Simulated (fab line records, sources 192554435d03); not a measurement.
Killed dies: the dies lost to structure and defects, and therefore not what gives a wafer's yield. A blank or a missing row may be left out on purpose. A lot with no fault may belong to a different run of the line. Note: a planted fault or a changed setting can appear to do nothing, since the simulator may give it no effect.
Matching of chambers ; flow n5 finfet ; N5_GATE_CUT_CMP_61 on cmp-01 has 4 sister chambers
The step polishes, stops on SiNx, t overpolish 3 s. 4 wafers are shown with their chamber, then 10 later ones without.

WAFERS PAIRED WITH THEIR CHAMBERS
wafer;chamber;motor current A (A)
L085.2;1;11.8
L085.6;3;14.8
L089.1;0;11.3
L089.3;2;10.4

WAFERS WHOSE CHAMBER IS MISSING
wafer;motor current A (A)
L089.4;15.4
L092.1;15.3
L092.2;12.3
L092.5;10.2
L094.2;12.4
L094.3;14.9
L094.6;10.4
L096.1;11.1
L096.4;11.3
L096.5;11.7

WHICH CHAMBER EACH ONE RAN IN
wafer;from the rows above;in truth
L089.4;3;3
L092.1;3;3
L092.2;can't be placed: 1 or 0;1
L092.5;2;2
L094.2;can't be placed: 1 or 0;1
L094.3;3;3
L094.6;2;2
L096.1;can't be placed: 0 or 2 or 1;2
L096.4;can't be placed: 0 or 1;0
L096.5;can't be placed: 1 or 0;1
Placed correctly: 5 of 10. Can't be placed from these rows: 5 (the true chamber is among the candidates in 5). 0 placed wrongly.
How it was worked out, from the rows above alone: a wafer's distance from a chamber is the root of the sum, over the readings, of the square of ((its reading less the chamber's mean) divided by the reading's scatter). If the next closest chamber is less than 2 further off than the closest, the wafer can't be placed; otherwise it belongs to the closest. The mean given for a chamber averages the wafers shown for that chamber. The scatter (one wafer shown for each chamber): square how far every hidden wafer sits from the nearest shown wafer, average those squares and take the square root.
